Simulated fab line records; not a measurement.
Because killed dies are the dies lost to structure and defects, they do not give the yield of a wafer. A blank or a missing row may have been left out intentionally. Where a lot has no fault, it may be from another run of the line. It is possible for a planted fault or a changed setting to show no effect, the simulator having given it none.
Which tool was responsible? || flow n5Finfet || 9 lots with 26 wafers sampled at 5 steps, on a route of 1938 steps

WHAT EACH GAUGE READ, for each wafer
N5_ILD0_THK_MEAS_13. Usual: 17.8 nm for thkNm, sd 0.96.
{"lot": "L148", "measured": "day 4 18:16", "on": "filmMetro-02", "thkNm (nm)": "17.7 17.6 16.9", "flag": ""}
{"lot": "L150", "measured": "day 5 07:27", "on": "filmMetro-02", "thkNm (nm)": "17.8 17.5 16.0", "flag": ""}
{"lot": "L151", "measured": "day 5 11:53", "on": "filmMetro-01", "thkNm (nm)": "19.0 18.4 19.2", "flag": ""}
{"lot": "L152", "measured": "day 5 18:14", "on": "filmMetro-02", "thkNm (nm)": "20.3 18.9 18.3", "flag": ""}
{"lot": "L155", "measured": "day 6 11:11", "on": "filmMetro-01", "thkNm (nm)": "18.1 16.9 17.4", "flag": ""}
{"lot": "L159", "measured": "day 7 12:13", "on": "filmMetro-02", "thkNm (nm)": "18.3 17.9", "flag": ""}
{"lot": "L161", "measured": "day 8 00:51", "on": "filmMetro-01", "thkNm (nm)": "18.7 17.4 17.9", "flag": ""}
{"lot": "L164", "measured": "day 8 23:02", "on": "filmMetro-01", "thkNm (nm)": "17.3 18.5 17.6", "flag": ""}
{"lot": "L165", "measured": "day 9 04:56", "on": "filmMetro-02", "thkNm (nm)": "17.6 18.1 18.0", "flag": ""}

N5_BEOL_M4_RC_MEAS_101. Usual: DIBL_N 36.6 mV/V, standard deviation 1.3; DIBL_P 36.4 mV/V, standard deviation 1.4; IOFF_N 0.167 nA/um, standard deviation 0.023; IOFF_P 0.219 nA/um, standard deviation 0.029; ION_N 678 uA/um, standard deviation 8.7; ION_P 464 uA/um, standard deviation 6.4; SS_N 71.5 mV/dec, standard deviation 0.53; SS_P 73.4 mV/dec, standard deviation 0.57; VT_N 248.5 mV, standard deviation 2.8; VT_P -249 mV, standard deviation 3.1.
{"lot": "L148", "measured": "day 9 10:55", "on": "prober-02", "DIBL_N (mV/V)": "37.2 37.2 39.4", "DIBL_P (mV/V)": "36.1 35.8 38.8", "IOFF_N (nA/um)": "0.166 0.158 0.219", "IOFF_P (nA/um)": "0.233 0.233 0.279", "ION_N (uA/um)": "688 691 702", "ION_P (uA/um)": "471 470 477", "SS_N (mV/dec)": "71.8 71.2 71.9", "SS_P (mV/dec)": "73.2 73.9 74.0", "VT_N (mV)": "247.2 246.0 242.7", "VT_P (mV)": "-245 -245 -246", "flag": ""}
{"lot": "L150", "measured": "day 10 10:31", "on": "prober-02", "DIBL_N (mV/V)": "39.2 37.6 38.4", "DIBL_P (mV/V)": "38.2 36.8 37.3", "IOFF_N (nA/um)": "0.191 0.175 0.176", "IOFF_P (nA/um)": "0.240 0.219 0.224", "ION_N (uA/um)": "684 681 684", "ION_P (uA/um)": "465 464 466", "SS_N (mV/dec)": "72.3 72.0 72.6", "SS_P (mV/dec)": "73.7 72.9 73.1", "VT_N (mV)": "248.0 247.0 248.2", "VT_P (mV)": "-246 -248 -246", "flag": ""}
{"lot": "L151", "measured": "day 10 17:10", "on": "prober-01", "DIBL_N (mV/V)": "36.8 36.2 35.3", "DIBL_P (mV/V)": "37.2 36.7 35.4", "IOFF_N (nA/um)": "0.144 0.149 0.128", "IOFF_P (nA/um)": "0.192 0.185 0.163", "ION_N (uA/um)": "676 678 675", "ION_P (uA/um)": "460 460 452", "SS_N (mV/dec)": "71.5 71.3 71.1", "SS_P (mV/dec)": "73.0 73.2 72.7", "VT_N (mV)": "251.5 251.0 253.6", "VT_P (mV)": "-252 -256 -255", "flag": ""}
{"lot": "L152", "measured": "day 11 14:48", "on": "prober-02", "DIBL_N (mV/V)": "35.0 37.0 37.8", "DIBL_P (mV/V)": "34.1 36.9 37.1", "IOFF_N (nA/um)": "0.133 0.166 0.169", "IOFF_P (nA/um)": "0.192 0.239 0.238", "ION_N (uA/um)": "666 681 669", "ION_P (uA/um)": "462 471 459", "SS_N (mV/dec)": "70.6 71.8 71.9", "SS_P (mV/dec)": "72.9 73.5 73.4", "VT_N (mV)": "252.4 247.1 250.5", "VT_P (mV)": "-249 -247 -246", "flag": ""}
{"lot": "L155", "measured": "day 11 14:51", "on": "prober-01", "DIBL_N (mV/V)": "34.9 34.1 34.5", "DIBL_P (mV/V)": "36.0 34.6 35.8", "IOFF_N (nA/um)": "0.157 0.154 0.158", "IOFF_P (nA/um)": "0.243 0.216 0.238", "ION_N (uA/um)": "675 678 681", "ION_P (uA/um)": "467 468 472", "SS_N (mV/dec)": "71.3 71.1 71.1", "SS_P (mV/dec)": "73.4 72.9 73.4", "VT_N (mV)": "252.5 248.4 249.7", "VT_P (mV)": "-242 -246 -247", "flag": ""}
{"lot": "L159", "measured": "day 13 08:59", "on": "prober-02", "DIBL_N (mV/V)": "38.8 37.2", "DIBL_P (mV/V)": "38.8 35.9", "IOFF_N (nA/um)": "0.219 0.182", "IOFF_P (nA/um)": "0.290 0.238", "ION_N (uA/um)": "681 669", "ION_P (uA/um)": "468 459", "SS_N (mV/dec)": "72.3 72.7", "SS_P (mV/dec)": "75.0 73.2", "VT_N (mV)": "245.4 246.7", "VT_P (mV)": "-244 -246", "flag": ""}
{"lot": "L161", "measured": "day 14 22:52", "on": "prober-02", "DIBL_N (mV/V)": "35.9 37.9 36.3", "DIBL_P (mV/V)": "35.8 39.4 36.2", "IOFF_N (nA/um)": "0.145 0.187 0.144", "IOFF_P (nA/um)": "0.185 0.237 0.190", "ION_N (uA/um)": "671 676 673", "ION_P (uA/um)": "463 460 460", "SS_N (mV/dec)": "70.8 71.9 71.6", "SS_P (mV/dec)": "72.9 74.0 73.7", "VT_N (mV)": "248.9 245.3 253.4", "VT_P (mV)": "-254 -249 -252", "flag": ""}
{"lot": "L164", "measured": "day 14 22:31", "on": "prober-01", "DIBL_N (mV/V)": "39.3 37.9 37.2", "DIBL_P (mV/V)": "37.6 37.0 36.2", "IOFF_N (nA/um)": "0.193 0.165 0.149", "IOFF_P (nA/um)": "0.207 0.200 0.180", "ION_N (uA/um)": "689 679 672", "ION_P (uA/um)": "461 466 456", "SS_N (mV/dec)": "71.7 71.7 71.6", "SS_P (mV/dec)": "74.3 73.7 73.5", "VT_N (mV)": "245.8 249.2 252.1", "VT_P (mV)": "-252 -253 -255", "flag": ""}
{"lot": "L165", "measured": "day 15 15:37", "on": "prober-01", "DIBL_N (mV/V)": "37.1 37.7 36.9", "DIBL_P (mV/V)": "39.1 38.4 38.3", "IOFF_N (nA/um)": "0.171 0.176 0.168", "IOFF_P (nA/um)": "0.247 0.233 0.222", "ION_N (uA/um)": "674 675 678", "ION_P (uA/um)": "463 465 466", "SS_N (mV/dec)": "72.1 72.4 71.7", "SS_P (mV/dec)": "73.3 73.7 73.8", "VT_N (mV)": "249.8 250.0 252.3", "VT_P (mV)": "-248 -248 -251", "flag": ""}

WHICH TOOL RAN EACH LOT (tool, then ch and the chambers of the sampled wafers, then the start)
{"lot": "L148", "N5_SD_ACTIVATION_RTA_00": "rtpAnneal-02 ch 0, day 4 11:00", "N5_SDB_ETCH_17": "rieDiel-04 ch 0,2,3, day 4 18:47", "N5_SDB_ETCH_25": "rieDiel-04 ch 1,2, day 4 19:17"}
{"lot": "L150", "N5_SD_ACTIVATION_RTA_00": "rtpAnneal-02 ch 0, day 5 00:11", "N5_SDB_ETCH_17": "rieDiel-05 ch 0,1,2, day 5 07:58", "N5_SDB_ETCH_25": "rieDiel-04 ch 1,2, day 5 08:28"}
{"lot": "L151", "N5_SD_ACTIVATION_RTA_00": "rtpAnneal-02 ch 0, day 5 04:03", "N5_SDB_ETCH_17": "rieDiel-01 ch 0,2,3, day 5 12:32", "N5_SDB_ETCH_25": "rieDiel-04 ch 0,1, day 5 13:04"}
{"lot": "L152", "N5_SD_ACTIVATION_RTA_00": "rtpAnneal-01 ch 0, day 5 11:18", "N5_SDB_ETCH_17": "rieDiel-01 ch 0,1,3, day 5 18:52", "N5_SDB_ETCH_25": "rieDiel-01 ch 0,2, day 5 19:34"}
{"lot": "L155", "N5_SD_ACTIVATION_RTA_00": "rtpAnneal-01 ch 0, day 6 03:59", "N5_SDB_ETCH_17": "rieDiel-01 ch 0,1,2, day 6 11:49", "N5_SDB_ETCH_25": "rieDiel-01 ch 0,2,3, day 6 13:02"}
{"lot": "L159", "N5_SD_ACTIVATION_RTA_00": "rtpAnneal-02 ch 0, day 7 05:16", "N5_SDB_ETCH_17": "rieDiel-01 ch 1, day 7 12:44", "N5_SDB_ETCH_25": "rieDiel-01 ch 1,3, day 7 13:19"}
{"lot": "L161", "N5_SD_ACTIVATION_RTA_00": "rtpAnneal-01 ch 0, day 7 17:29", "N5_SDB_ETCH_17": "rieDiel-01 ch 0,2,3, day 8 01:22", "N5_SDB_ETCH_25": "rieDiel-01 ch 0,2, day 8 01:57"}
{"lot": "L164", "N5_SD_ACTIVATION_RTA_00": "rtpAnneal-01 ch 0, day 8 15:40", "N5_SDB_ETCH_17": "rieDiel-05 ch 0,1,2, day 8 23:40", "N5_SDB_ETCH_25": "rieDiel-05 ch 0,1,2, day 9 07:35"}
{"lot": "L165", "N5_SD_ACTIVATION_RTA_00": "rtpAnneal-01 ch 0, day 8 21:46", "N5_SDB_ETCH_17": "rieDiel-05 ch 1,2,3, day 9 05:26", "N5_SDB_ETCH_25": "rieDiel-05 ch 1,2,3, day 9 07:49"}
- N5_SD_ACTIVATION_RTA_00: time 0 s.
- N5_SDB_ETCH_17: etches SiARC in CF4, target depth 23.4 nm, time 39 s.
- N5_SDB_ETCH_25: etches SiO2 in C4F6/O2, target depth 10 nm, time 3.3 s.

WHAT THE TOOLS THEMSELVES READ (means of the sampled wafers that have a number; where no wafer has one, the mark that the record gives instead)
N5_SD_ACTIVATION_RTA_00. Usual: lampPowerPct 8.96 %, standard deviation 0.054; wafer_temp_C_max 975.2, standard deviation 1.9.
{"lot": "L148", "tool": "rtpAnneal-02", "lampPowerPct (%)": 8.95, "wafer_temp_C_max": 973.0, "flag": ""}
{"lot": "L150", "tool": "rtpAnneal-02", "lampPowerPct (%)": 8.98, "wafer_temp_C_max": 973.0, "flag": ""}
{"lot": "L151", "tool": "rtpAnneal-02", "lampPowerPct (%)": 8.97, "wafer_temp_C_max": 977.0, "flag": ""}
{"lot": "L152", "tool": "rtpAnneal-01", "lampPowerPct (%)": 8.97, "wafer_temp_C_max": 975.8, "flag": ""}
{"lot": "L155", "tool": "rtpAnneal-01", "lampPowerPct (%)": 9.00, "wafer_temp_C_max": 976.5, "flag": ""}
{"lot": "L159", "tool": "rtpAnneal-02", "lampPowerPct (%)": 8.96, "wafer_temp_C_max": 977.2, "flag": ""}
{"lot": "L161", "tool": "rtpAnneal-01", "lampPowerPct (%)": 8.91, "wafer_temp_C_max": 976.0, "flag": ""}
{"lot": "L164", "tool": "rtpAnneal-01", "lampPowerPct (%)": 9.00, "wafer_temp_C_max": 973.8, "flag": ""}
{"lot": "L165", "tool": "rtpAnneal-01", "lampPowerPct (%)": 8.99, "wafer_temp_C_max": 974.2, "flag": ""}

N5_SDB_ETCH_17. Usual: drypumpMotorCurrentA 5.8 A (standard deviation 0.51); etchRfOnTimeS 39.0 s (standard deviation 0.49); oesProductAu 0.66 a.u. (standard deviation 0.064); rfFwdPowerW 535 W (standard deviation 3.1); rfVppV 184.2 V (standard deviation 0.97); showerheadPlenumPTorr 2.16 Torr (standard deviation 0.05); throttleValvePct 15.70 % (standard deviation 0.16).
{"lot": "L148", "tool": "rieDiel-04", "drypumpMotorCurrentA (A)": 5.7, "etchRfOnTimeS (s)": 39.8, "oesProductAu (a.u.)": 0.60, "rfFwdPowerW (W)": 535, "rfVppV (V)": 184.4, "showerheadPlenumPTorr (Torr)": 2.18, "throttleValvePct (%)": 15.83, "flag": ""}
{"lot": "L150", "tool": "rieDiel-05", "drypumpMotorCurrentA (A)": 6.1, "etchRfOnTimeS (s)": 39.2, "oesProductAu (a.u.)": 0.68, "rfFwdPowerW (W)": 534, "rfVppV (V)": 184.5, "showerheadPlenumPTorr (Torr)": 2.21, "throttleValvePct (%)": 15.65, "flag": ""}
{"lot": "L151", "tool": "rieDiel-01", "drypumpMotorCurrentA (A)": 5.6, "etchRfOnTimeS (s)": 39.1, "oesProductAu (a.u.)": 0.69, "rfFwdPowerW (W)": 533, "rfVppV (V)": 184.3, "showerheadPlenumPTorr (Torr)": 2.15, "throttleValvePct (%)": 15.61, "flag": ""}
{"lot": "L152", "tool": "rieDiel-01", "drypumpMotorCurrentA (A)": 5.7, "etchRfOnTimeS (s)": 38.6, "oesProductAu (a.u.)": 0.71, "rfFwdPowerW (W)": 534, "rfVppV (V)": 184.3, "showerheadPlenumPTorr (Torr)": 2.13, "throttleValvePct (%)": 15.66, "flag": ""}
{"lot": "L155", "tool": "rieDiel-01", "drypumpMotorCurrentA (A)": 5.7, "etchRfOnTimeS (s)": 49.4, "oesProductAu (a.u.)": 0.62, "rfFwdPowerW (W)": 536, "rfVppV (V)": 183.7, "showerheadPlenumPTorr (Torr)": 2.15, "throttleValvePct (%)": 15.59, "flag": "OFF"}
{"lot": "L159", "tool": "rieDiel-01", "drypumpMotorCurrentA (A)": 5.6, "etchRfOnTimeS (s)": 53.4, "oesProductAu (a.u.)": 0.58, "rfFwdPowerW (W)": 537, "rfVppV (V)": 184.2, "showerheadPlenumPTorr (Torr)": 2.14, "throttleValvePct (%)": 15.77, "flag": "OFF"}
{"lot": "L161", "tool": "rieDiel-01", "drypumpMotorCurrentA (A)": 5.6, "etchRfOnTimeS (s)": 59.2, "oesProductAu (a.u.)": 0.56, "rfFwdPowerW (W)": 534, "rfVppV (V)": 184.0, "showerheadPlenumPTorr (Torr)": 2.15, "throttleValvePct (%)": 15.66, "flag": "OFF"}
{"lot": "L164", "tool": "rieDiel-05", "drypumpMotorCurrentA (A)": 6.1, "etchRfOnTimeS (s)": 39.4, "oesProductAu (a.u.)": 0.66, "rfFwdPowerW (W)": 535, "rfVppV (V)": 184.5, "showerheadPlenumPTorr (Torr)": 2.20, "throttleValvePct (%)": 15.69, "flag": ""}
{"lot": "L165", "tool": "rieDiel-05", "drypumpMotorCurrentA (A)": 6.2, "etchRfOnTimeS (s)": 38.8, "oesProductAu (a.u.)": 0.66, "rfFwdPowerW (W)": 537, "rfVppV (V)": 184.7, "showerheadPlenumPTorr (Torr)": 2.14, "throttleValvePct (%)": 15.74, "flag": ""}

N5_SDB_ETCH_25. Usual: drypumpMotorCurrentA 5.8 A, standard deviation 0.5; oesProductAu 0.78 a.u., standard deviation 0.079; rfFwdPowerW 342.7 W, standard deviation 1.3; rfVppV 667 V, standard deviation 7.3; showerheadPlenumPTorr 2.87 Torr, standard deviation 0.064; throttleValvePct 21.28 %, standard deviation 0.15.
{"lot": "L148", "tool": "rieDiel-04", "drypumpMotorCurrentA (A)": 5.8, "oesProductAu (a.u.)": 0.72, "rfFwdPowerW (W)": 341.5, "rfVppV (V)": 664, "showerheadPlenumPTorr (Torr)": 2.84, "throttleValvePct (%)": 21.43, "flag": ""}
{"lot": "L150", "tool": "rieDiel-04", "drypumpMotorCurrentA (A)": 5.7, "oesProductAu (a.u.)": 0.72, "rfFwdPowerW (W)": 343.5, "rfVppV (V)": 664, "showerheadPlenumPTorr (Torr)": 2.84, "throttleValvePct (%)": 21.42, "flag": ""}
{"lot": "L151", "tool": "rieDiel-04", "drypumpMotorCurrentA (A)": 6.2, "oesProductAu (a.u.)": 0.68, "rfFwdPowerW (W)": 342.0, "rfVppV (V)": 673, "showerheadPlenumPTorr (Torr)": 2.88, "throttleValvePct (%)": 21.28, "flag": ""}
{"lot": "L152", "tool": "rieDiel-01", "drypumpMotorCurrentA (A)": 5.5, "oesProductAu (a.u.)": 0.77, "rfFwdPowerW (W)": 342.7, "rfVppV (V)": 678, "showerheadPlenumPTorr (Torr)": 2.89, "throttleValvePct (%)": 21.12, "flag": ""}
{"lot": "L155", "tool": "rieDiel-01", "drypumpMotorCurrentA (A)": 5.6, "oesProductAu (a.u.)": 0.78, "rfFwdPowerW (W)": 342.5, "rfVppV (V)": 670, "showerheadPlenumPTorr (Torr)": 2.86, "throttleValvePct (%)": 21.22, "flag": ""}
{"lot": "L159", "tool": "rieDiel-01", "drypumpMotorCurrentA (A)": 5.5, "oesProductAu (a.u.)": 0.78, "rfFwdPowerW (W)": 343.9, "rfVppV (V)": 658, "showerheadPlenumPTorr (Torr)": 2.85, "throttleValvePct (%)": 21.41, "flag": ""}
{"lot": "L161", "tool": "rieDiel-01", "drypumpMotorCurrentA (A)": 6.0, "oesProductAu (a.u.)": 0.81, "rfFwdPowerW (W)": 343.8, "rfVppV (V)": 675, "showerheadPlenumPTorr (Torr)": 2.83, "throttleValvePct (%)": 21.14, "flag": ""}
{"lot": "L164", "tool": "rieDiel-05", "drypumpMotorCurrentA (A)": 6.1, "oesProductAu (a.u.)": 0.77, "rfFwdPowerW (W)": 343.2, "rfVppV (V)": 666, "showerheadPlenumPTorr (Torr)": 2.93, "throttleValvePct (%)": 21.26, "flag": ""}
{"lot": "L165", "tool": "rieDiel-05", "drypumpMotorCurrentA (A)": 6.2, "oesProductAu (a.u.)": 0.77, "rfFwdPowerW (W)": 343.8, "rfVppV (V)": 662, "showerheadPlenumPTorr (Torr)": 2.85, "throttleValvePct (%)": 21.30, "flag": ""}

THE ANSWER, worked out from the rows above alone
Rule: a lot counts as off when the mean over its wafers that have a number is more than 3 standard deviations away from the usual mean. Also off: a lot with no number at a reading for which 4 or more lots have one. Any other lot the step has rows for is counted as sound. The gauges are gone through in route order, then the tools' own readings, and for those a lot's mean is taken as printed above. At the first step where some lot is off, the reading lying furthest off is the one used; lots without a number count as furthest.
Off: L155, L159, L161, at N5_SDB_ETCH_17 (etchRfOnTimeS).
If a tool, at that step or one of the process steps before it, ran each lot that is off and ran no sound lot following the first of them, it fits. One fits: rieDiel-01 at N5_SDB_ETCH_17. A fault onset in the window from L152 (day 5 18:52, its last sound lot) to L155 (day 6 11:49, its first lot off) fits.
The tool's own readings at N5_SDB_ETCH_17 bear it out: on the lots that are off they differ by more than 5 times the standard deviation of the sound lots' means. etchRfOnTimeS reads 54.0 s there against 39.1 s on the sound lots.

WHAT THE SIMULATOR HAD INSERTED
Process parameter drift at N5_SDB_ETCH_17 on rieDiel-01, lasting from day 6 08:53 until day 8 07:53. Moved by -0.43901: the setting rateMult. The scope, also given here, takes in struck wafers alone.
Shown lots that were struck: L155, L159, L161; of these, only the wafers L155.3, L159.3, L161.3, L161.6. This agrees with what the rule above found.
